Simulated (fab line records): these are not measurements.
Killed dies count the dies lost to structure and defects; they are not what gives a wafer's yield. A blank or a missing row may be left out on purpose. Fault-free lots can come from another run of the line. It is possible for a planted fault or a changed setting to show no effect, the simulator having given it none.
fab line records | flow n5_finfet
[record] lots = 24 wafers = 72 last_day = 18
route steps=1938 shown BEOL_M2@919 BEOL_M3@999
lots untouched by any fault: they come from a run of this same line in which no faults occurred
start_h: start of the lot's first displayed wafer, in hours after the record's first day | wait_h: hours from the lot's prior step to this one | " same as the row above | L1.1+2: several wafers, shown together as one row | - no value present, or no start provided | * or withheld: withheld | < > ~ a bound
route shown NAME@n: a module of which the file shows steps, and the number in the route of the first | usual: mean/standard deviation of fault-free wafers | same: alike in all rows | chamber/n: place in a boat | sites: readings site by site | _std_site: the standard deviation of these | _edge_site: inner sites' mean taken away from outer sites' mean | radius_mm: for every site, how far away it sits from the centre of the wafer | mask NAME#n: copy n | behind: the tool/chamber that last shaped the wafer | hold: the reason the lot was held/the length of the hold in hours/how it ended | device: the transistor (n, p or np) that didn't switch | end of line: the same wafers' tests at the end of the route | step lacking rows: just its recipe | killed: at the first sort, the dies lost to defects and structure; wafer yield is something else | map: shows each die of a wafer: x if killed, . if not, _ if none is there
set.NAME: the setting as run; set.NAME@STEP: as run at that earlier step | model.NAME: the simulator's own value behind a step, which no gauge read
route steps across a sampled set of lots; one table per step, one row per wafer
services: the hour from which a tool's chamber was out of use, counted from the record's first day as start_h (under 0 if before that day), plus the number of hours and why
[[steps]]
[step N5_BEOL_M2_ANNEAL_95]
[recipe] temp_c = 400 time_s = 240 ambient = vacuum
[usual] heater_power_w = 778/65
// columns lot.wafer tool chamber start_h wait_h heater_power_w
L074.3 pvd_sputter-03 - 143.53 0.0 782
L074.4 " - " " 852
L074.5 " - " " 831
L075.1 pvd_sputter-02 - 147.22 0.0 925
L075.3 " - " " 796
L075.6 " - " " 731
L076.1 pvd_sputter-01 - 157.28 0.0 776
L076.3 " - " " 812
L076.4 " - " " 805
L077.1 pvd_sputter-01 - 160.64 0.0 810
L077.3 " - " " 802
L077.6 " - " " 683
L079.1 pvd_sputter-01 - 171.93 0.0 782
L079.4 " - " " 690
L079.6 " - " " 818
L078.1 pvd_sputter-01 - 173.85 0.0 825
L078.4 " - " " 772
L078.5 " - " " 811
L080.1 pvd_sputter-03 - 176.96 0.0 731
L080.3 " - " " 798
L080.5 " - " " 780
L081.1 pvd_sputter-03 - 188.93 0.0 831
L081.2 " - " " 719
L081.5 " - " " 812
L082.1 pvd_sputter-01 - 197.30 0.0 780
L082.5 " - " " 798
L082.6 " - " " 853
L083.4 pvd_sputter-03 - 204.64 0.0 789
L083.5 " - " " 744
L083.6 " - " " 794
L084.2 pvd_sputter-01 - 212.65 0.0 782
L084.4 " - " " 855
L084.5 " - " " 668
L085.2 pvd_sputter-03 - 217.35 0.0 702
L085.4 " - " " 839
L085.6 " - " " 718
L086.1 pvd_sputter-01 - 220.52 0.0 864
L086.2 " - " " 813
L086.3 " - " " 691
L087.1 pvd_sputter-02 - 222.96 0.0 717
L087.2 " - " " 923
L087.6 " - " " 815
L088.1 pvd_sputter-02 - 225.99 0.0 804
L088.4 " - " " 939
L088.6 " - " " 716
L090.3 pvd_sputter-02 - 240.26 0.0 846
L090.4 " - " " 699
L090.5 " - " " 791
L089.2 pvd_sputter-03 - 242.09 0.0 791
L089.3 " - " " 831
L089.5 " - " " 727
L091.2 pvd_sputter-03 - 246.87 0.0 723
L091.4 " - " " 709
L091.6 " - " " 735
L092.2 pvd_sputter-03 - 248.93 0.0 795
L092.3 " - " " 744
L092.5 " - " " 721
L094.1 pvd_sputter-01 - 264.44 0.0 783
L094.3 " - " " 817
L094.4 " - " " 692
L093.1 pvd_sputter-03 - 267.26 0.0 817
L093.4 " - " " 784
L093.6 " - " " 702
L095.2 pvd_sputter-03 - 278.56 0.0 839
L095.3 " - " " 727
L095.4 " - " " 708
L096.3 pvd_sputter-01 - 281.29 0.0 663
L096.4 " - " " 781
L096.5 " - " " 793
L097.2 pvd_sputter-01 - 283.43 0.0 671
L097.3 " - " " 849
L097.4 " - " " 805
[step N5_BEOL_M3_ANNEAL_82]
[recipe] temp_c = 400 time_s = 240 ambient = vacuum
[usual] heater_power_w = 792/70
// columns lot.wafer tool chamber start_h wait_h heater_power_w
L074.3 pvd_sputter-02 - 153.38 0.0 912
L074.4 " - " " 802
L074.5 " - " " 762
L075.1 pvd_sputter-02 - 156.04 0.0 833
L075.3 " - " " 786
L075.6 " - " " 710
L076.1 pvd_sputter-03 - 171.02 0.0 741
L076.3 " - " " 831
L076.4 " - " " 790
L077.1 pvd_sputter-02 - 176.05 0.0 808
L077.3 " - " " 926
L077.6 " - " " 801
L079.1 pvd_sputter-03 - 178.36 0.0 781
L079.4 " - " " 831
L079.6 " - " " 718
L078.1 pvd_sputter-03 - 185.95 0.0 717
L078.4 " - " " 716
L078.5 " - " " 806
L080.1 pvd_sputter-01 - 189.82 0.0 844
L080.3 " - " " 684
L080.5 " - " " 806
L081.1 pvd_sputter-03 - 198.70 0.0 827
L081.2 " - " " 781
L081.5 " - " " 840
L082.1 pvd_sputter-03 - 208.28 0.0 822
L082.5 " - " " 720
L082.6 " - " " 794
L083.4 pvd_sputter-01 - 222.44 0.0 870
L083.5 " - " " 829
L083.6 " - " " 888
L084.2 pvd_sputter-01 - 227.95 0.0 771
L084.4 " - " " 675
L084.5 " - " " 797
L085.2 pvd_sputter-03 - 231.81 0.0 848
L085.4 " - " " 713
L085.6 " - " " 719
L086.1 pvd_sputter-01 - 231.95 0.0 831
L086.2 " - " " 850
L086.3 " - " " 790
L087.1 pvd_sputter-01 - 235.49 0.0 688
L087.2 " - " " 831
L087.6 " - " " 829
L088.1 pvd_sputter-03 - 238.93 0.0 700
L088.4 " - " " 718
L088.6 " - " " 780
L090.3 pvd_sputter-02 - 250.97 0.0 937
L090.4 " - " " 800
L090.5 " - " " 714
L089.2 pvd_sputter-01 - 250.97 0.0 879
L089.3 " - " " 820
L089.5 " - " " 810
L091.2 pvd_sputter-03 - 263.33 0.0 730
L091.4 " - " " 691
L091.6 " - " " 838
L092.2 pvd_sputter-02 - 266.49 0.0 723
L092.3 " - " " 807
L092.5 " - " " 709
L094.1 pvd_sputter-01 - 272.66 0.0 703
L094.3 " - " " 795
L094.4 " - " " 864
L093.1 pvd_sputter-02 - 274.99 0.0 940
L093.4 " - " " 712
L093.6 " - " " 937
L095.2 pvd_sputter-02 - 290.94 0.0 934
L095.3 " - " " 804
L095.4 " - " " 845
L096.3 pvd_sputter-01 - 291.63 0.0 675
L096.4 " - " " 869
L096.5 " - " " 809
L097.2 pvd_sputter-02 - 301.35 0.0 815
L097.3 " - " " 712
L097.4 " - " " 936
[step N5_BEOL_M3_ANNEAL_87]
[recipe] temp_c = 400 time_s = 240 ambient = vacuum
[usual] heater_power_w = 792/72
// columns lot.wafer tool chamber start_h wait_h heater_power_w
L074.3 pvd_sputter-02 - 153.60 0.0 935
L074.4 " - " " 834
L074.5 " - " " 785
L075.1 pvd_sputter-02 - 156.26 0.0 832
L075.3 " - " " 782
L075.6 " - " " 696
L076.1 pvd_sputter-03 - 171.24 0.0 706
L076.3 " - " " 815
L076.4 " - " " 794
L077.1 pvd_sputter-02 - 176.27 0.0 798
L077.3 " - " " 938
L077.6 " - " " 802
L079.1 pvd_sputter-03 - 178.58 0.0 794
L079.4 " - " " 810
L079.6 " - " " 710
L078.1 pvd_sputter-03 - 186.17 0.0 732
L078.4 " - " " 698
L078.5 " - " " 798
L080.1 pvd_sputter-01 - 190.04 0.0 890
L080.3 " - " " 675
L080.5 " - " " 818
L081.1 pvd_sputter-03 - 198.92 0.0 819
L081.2 " - " " 776
L081.5 " - " " 853
L082.1 pvd_sputter-03 - 208.50 0.0 834
L082.5 " - " " 732
L082.6 " - " " 792
L083.4 pvd_sputter-01 - 222.66 0.0 862
L083.5 " - " " 818
L083.6 " - " " 868
L084.2 pvd_sputter-01 - 228.17 0.0 791
L084.4 " - " " 685
L084.5 " - " " 813
L085.2 pvd_sputter-03 - 232.03 0.0 816
L085.4 " - " " 728
L085.6 " - " " 707
L086.1 pvd_sputter-01 - 232.17 0.0 806
L086.2 " - " " 857
L086.3 " - " " 767
L087.1 pvd_sputter-01 - 235.71 0.0 666
L087.2 " - " " 792
L087.6 " - " " 813
L088.1 pvd_sputter-03 - 239.15 0.0 734
L088.4 " - " " 703
L088.6 " - " " 800
L090.3 pvd_sputter-02 - 251.19 0.0 906
L090.4 " - " " 786
L090.5 " - " " 701
L089.2 pvd_sputter-01 - 251.19 0.0 859
L089.3 " - " " 814
L089.5 " - " " 807
L091.2 pvd_sputter-03 - 263.55 0.0 723
L091.4 " - " " 714
L091.6 " - " " 868
L092.2 pvd_sputter-02 - 266.71 0.0 709
L092.3 " - " " 802
L092.5 " - " " 740
L094.1 pvd_sputter-01 - 272.88 0.0 680
L094.3 " - " " 798
L094.4 " - " " 879
L093.1 pvd_sputter-02 - 275.21 0.0 943
L093.4 " - " " 722
L093.6 " - " " 936
L095.2 pvd_sputter-02 - 291.16 0.0 919
L095.3 " - " " 802
L095.4 " - " " 817
L096.3 pvd_sputter-01 - 291.85 0.0 680
L096.4 " - " " 868
L096.5 " - " " 810
L097.2 pvd_sputter-02 - 301.57 0.0 798
L097.3 " - " " 691
L097.4 " - " " 953
[step N5_BEOL_M3_ANNEAL_95]
[recipe] temp_c = 400 time_s = 240 ambient = vacuum
[usual] heater_power_w = 793/72
// columns lot.wafer tool chamber start_h wait_h heater_power_w
L074.3 pvd_sputter-02 - 154.48 0.0 934
L074.4 " - " " 826
L074.5 " - " " 823
L075.1 pvd_sputter-02 - 157.14 0.0 849
L075.3 " - " " 791
L075.6 " - " " 720
L076.1 pvd_sputter-03 - 172.12 0.0 714
L076.3 " - " " 850
L076.4 " - " " 797
L079.1 pvd_sputter-03 - 179.46 0.0 772
L079.4 " - " " 833
L079.6 " - " " 721
L077.1 pvd_sputter-02 - 179.78 0.0 803
L077.3 " - " " 957
L077.6 " - " " 791
L078.1 pvd_sputter-03 - 187.05 0.0 728
L078.4 " - " " 705
L078.5 " - " " 777
L080.1 pvd_sputter-01 - 190.92 0.0 869
L080.3 " - " " 662
L080.5 " - " " 807
L081.1 pvd_sputter-03 - 199.80 0.0 836
L081.2 " - " " 756
L081.5 " - " " 844
L082.1 pvd_sputter-03 - 209.38 0.0 841
L082.5 " - " " 735
L082.6 " - " " 800
L083.4 pvd_sputter-01 - 223.54 0.0 870
L083.5 " - " " 814
L083.6 " - " " 886
L084.2 pvd_sputter-01 - 229.05 0.0 783
L084.4 " - " " 673
L084.5 " - " " 812
L085.2 pvd_sputter-03 - 232.91 0.0 847
L085.4 " - " " 724
L085.6 " - " " 727
L086.1 pvd_sputter-01 - 233.05 0.0 813
L086.2 " - " " 868
L086.3 " - " " 763
L087.1 pvd_sputter-01 - 236.59 0.0 691
L087.2 " - " " 814
L087.6 " - " " 794
L088.1 pvd_sputter-03 - 240.03 0.0 719
L088.4 " - " " 742
L088.6 " - " " 777
L090.3 pvd_sputter-02 - 252.07 0.0 916
L090.4 " - " " 801
L090.5 " - " " 725
L089.2 pvd_sputter-01 - 252.07 0.0 878
L089.3 " - " " 812
L089.5 " - " " 810
L091.2 pvd_sputter-03 - 264.43 0.0 702
L091.4 " - " " 716
L091.6 " - " " 837
L092.2 pvd_sputter-02 - 267.59 0.0 699
L092.3 " - " " 794
L092.5 " - " " 711
L094.1 pvd_sputter-01 - 273.76 0.0 687
L094.3 " - " " 822
L094.4 " - " " 874
L093.1 pvd_sputter-02 - 276.09 0.0 935
L093.4 " - " " 696
L093.6 " - " " 906
L095.2 pvd_sputter-02 - 292.04 0.0 905
L095.3 " - " " 806
L095.4 " - " " 835
L096.3 pvd_sputter-01 - 292.73 0.0 675
L096.4 " - " " 846
L096.5 " - " " 816
L097.2 pvd_sputter-02 - 302.45 0.0 800
L097.3 " - " " 700
L097.4 " - " " 919
[step N5_BEOL_M3_SPUTTER_96]
[recipe] material = Cu target_thk_a = 45 temp_c = -20 chamber_pressure_pa = 0.07 power_w = withheld time_s = 8.29
[usual] chamber_pressure_pa = 0.07/0.00015 throttle_valve_pct = 29.9/0.85
// columns lot.wafer tool chamber start_h wait_h chamber_pressure_pa throttle_valve_pct
L074.3 pvd_sputter-02 - 154.62 0.1 0.07002 28.8
L074.4 " - " " 0.07 29.0
L074.5 " - " " 0.06995 29.6
L075.1 pvd_sputter-02 - 157.28 0.1 0.0702 28.8
L075.3 " - " " 0.0699 29.8
L075.6 " - " " 0.06997 28.8
L076.1 pvd_sputter-03 - 172.26 0.1 0.07012 29.8
L076.3 " - " " 0.07005 30.7
L076.4 " - " " 0.06994 30.7
L079.1 pvd_sputter-03 - 179.60 0.1 0.07002 30.7
L079.4 " - " " 0.07017 30.8
L079.6 " - " " 0.06999 29.9
L077.1 pvd_sputter-02 - 179.92 0.1 0.07011 29.9
L077.3 " - " " 0.07034 28.7
L077.6 " - " " 0.07011 30.1
L078.1 pvd_sputter-03 - 187.19 0.1 0.07024 29.7
L078.4 " - " " 0.07002 29.9
L078.5 " - " " 0.07013 30.4
L080.1 pvd_sputter-01 - 191.06 0.1 0.06991 29.9
L080.3 " - " " 0.07008 29.1
L080.5 " - " " 0.07012 30.6
L081.1 pvd_sputter-03 - 199.94 0.1 0.0698 30.6
L081.2 " - " " 0.06986 30.4
L081.5 " - " " 0.07003 30.8
L082.1 pvd_sputter-03 - 209.52 0.1 0.07008 30.8
L082.5 " - " " 0.07009 29.9
L082.6 " - " " 0.06983 30.4
L083.4 pvd_sputter-01 - 223.68 0.1 0.07003 30.3
L083.5 " - " " 0.06995 30.4
L083.6 " - " " 0.07012 30.0
L084.2 pvd_sputter-01 - 229.19 0.1 0.06987 31.4
L084.4 " - " " 0.07007 29.4
L084.5 " - " " 0.07004 30.6
L085.2 pvd_sputter-03 - 233.05 0.1 0.07019 30.5
L085.4 " - " " 0.07018 29.9
L085.6 " - " " 0.07013 29.9
L086.1 pvd_sputter-01 - 233.19 0.1 0.07026 30.5
L086.2 " - " " 0.07012 30.1
L086.3 " - " " 0.06998 31.6
L087.1 pvd_sputter-01 - 236.73 0.1 0.06982 29.2
L087.2 " - " " 0.06996 30.6
L087.6 " - " " 0.07007 30.7
L088.1 pvd_sputter-03 - 240.17 0.1 0.06994 30.0
L088.4 " - " " 0.07017 30.1
L088.6 " - " " 0.06967 30.3
L090.3 pvd_sputter-02 - 252.21 0.1 0.0701 28.8
L090.4 " - " " 0.07003 29.8
L090.5 " - " " 0.06968 28.9
L089.2 pvd_sputter-01 - 252.21 0.1 0.07015 30.0
L089.3 " - " " 0.06998 30.7
L089.5 " - " " 0.07018 30.6
L091.2 pvd_sputter-03 - 264.57 0.1 0.07001 29.7
L091.4 " - " " 0.07 30.0
L091.6 " - " " 0.07001 30.7
L092.2 pvd_sputter-02 - 267.73 0.1 0.06999 28.7
L092.3 " - " " 0.06991 29.7
L092.5 " - " " 0.06997 28.6
L094.1 pvd_sputter-01 - 273.90 0.1 0.07014 29.1
L094.3 " - " " 0.06985 30.8
L094.4 " - " " 0.07026 29.9
L093.1 pvd_sputter-02 - 276.23 0.1 0.07006 28.6
L093.4 " - " " 0.07005 28.7
L093.6 " - " " 0.07002 29.1
L095.2 pvd_sputter-02 - 292.18 0.1 0.07012 28.9
L095.3 " - " " 0.07016 29.7
L095.4 " - " " 0.07007 29.1
L096.3 pvd_sputter-01 - 292.87 0.1 0.06996 29.1
L096.4 " - " " 0.06991 30.1
L096.5 " - " " 0.06986 30.5
L097.2 pvd_sputter-02 - 302.59 0.1 0.07015 29.9
L097.3 " - " " 0.07 28.4
L097.4 " - " " 0.0701 29.2
[step N5_BEOL_M3_ANNEAL_51]
[recipe] temp_c = 225 time_s = 90 ambient = N2
[usual] wafer_temp_C_max = 226.30/0.29
// columns lot.wafer tool chamber start_h wait_h wafer_temp_C_max
L074.3 rtp_anneal-01 0 155.03 0.2 226.28
L074.4 " 0 " " 226.10
L074.5 " 0 " " 226.08
L075.1 rtp_anneal-01 0 157.48 0.1 226.71
L075.3 " 0 " " 225.99
L075.6 " 0 " " 226.49
L076.1 rtp_anneal-02 0 172.72 0.3 226.52
L076.3 " 0 " " 227.00
L076.4 " 0 " " 226.10
L079.1 rtp_anneal-01 0 179.80 0.1 226.16
L079.4 " 0 " " 226.04
L079.6 " 0 " " 226.46
L077.1 rtp_anneal-01 0 180.11 0.1 226.42
L077.3 " 0 " " 226.54
L077.6 " 0 " " 225.95
L078.1 rtp_anneal-01 0 187.39 0.1 226.10
L078.4 " 0 " " 226.06
L078.5 " 0 " " 226.29
L080.1 rtp_anneal-01 0 191.25 0.1 226.02
L080.3 " 0 " " 225.97
L080.5 " 0 " " 226.09
L081.1 rtp_anneal-02 0 200.14 0.1 226.73
L081.2 " 0 " " 226.37
L081.5 " 0 " " 226.74
L082.1 rtp_anneal-01 0 209.71 0.1 226.73
L082.5 " 0 " " 226.83
L082.6 " 0 " " 226.20
L083.4 rtp_anneal-02 0 224.01 0.2 226.20
L083.5 " 0 " " 226.36
L083.6 " 0 " " 226.33
L084.2 rtp_anneal-01 0 229.43 0.1 226.31
L084.4 " 0 " " 226.12
L084.5 " 0 " " 226.20
L085.2 rtp_anneal-01 0 233.29 0.1 226.07
L085.4 " 0 " " 226.33
L085.6 " 0 " " 226.73
L086.1 rtp_anneal-02 0 233.39 0.1 226.26
L086.2 " 0 " " 226.65
L086.3 " 0 " " 226.25
L087.1 rtp_anneal-02 0 236.93 0.1 226.00
L087.2 " 0 " " 225.98
L087.6 " 0 " " 226.32
L088.1 rtp_anneal-02 0 240.37 0.1 226.54
L088.4 " 0 " " 226.69
L088.6 " 0 " " 226.68
L090.3 rtp_anneal-01 0 252.50 0.1 226.98
L090.4 " 0 " " 226.14
L090.5 " 0 " " 226.15
L089.2 rtp_anneal-02 0 252.54 0.2 226.60
L089.3 " 0 " " 226.40
L089.5 " 0 " " 226.18
L091.2 rtp_anneal-01 0 265.11 0.4 225.85
L091.4 " 0 " " 226.23
L091.6 " 0 " " 226.13
L092.2 rtp_anneal-02 0 268.45 0.6 226.75
L092.3 " 0 " " 226.75
L092.5 " 0 " " 226.42
L094.1 rtp_anneal-01 0 274.10 0.1 226.04
L094.3 " 0 " " 226.70
L094.4 " 0 " " 226.33
L093.1 rtp_anneal-01 0 276.43 0.1 226.79
L093.4 " 0 " " 226.43
L093.6 " 0 " " 226.73
L095.2 rtp_anneal-02 0 292.42 0.1 226.63
L095.3 " 0 " " 225.94
L095.4 " 0 " " 226.37
L096.3 rtp_anneal-01 0 293.16 0.1 226.34
L096.4 " 0 " " 226.40
L096.5 " 0 " " 226.47
L097.2 rtp_anneal-02 0 302.83 0.1 226.22
L097.3 " 0 " " 226.29
L097.4 " 0 " " 225.95
[[services]]
// columns tool chamber start_h hours kind
rtp_anneal-01 - 240.37 4.2 pm
[[key]]
fault none
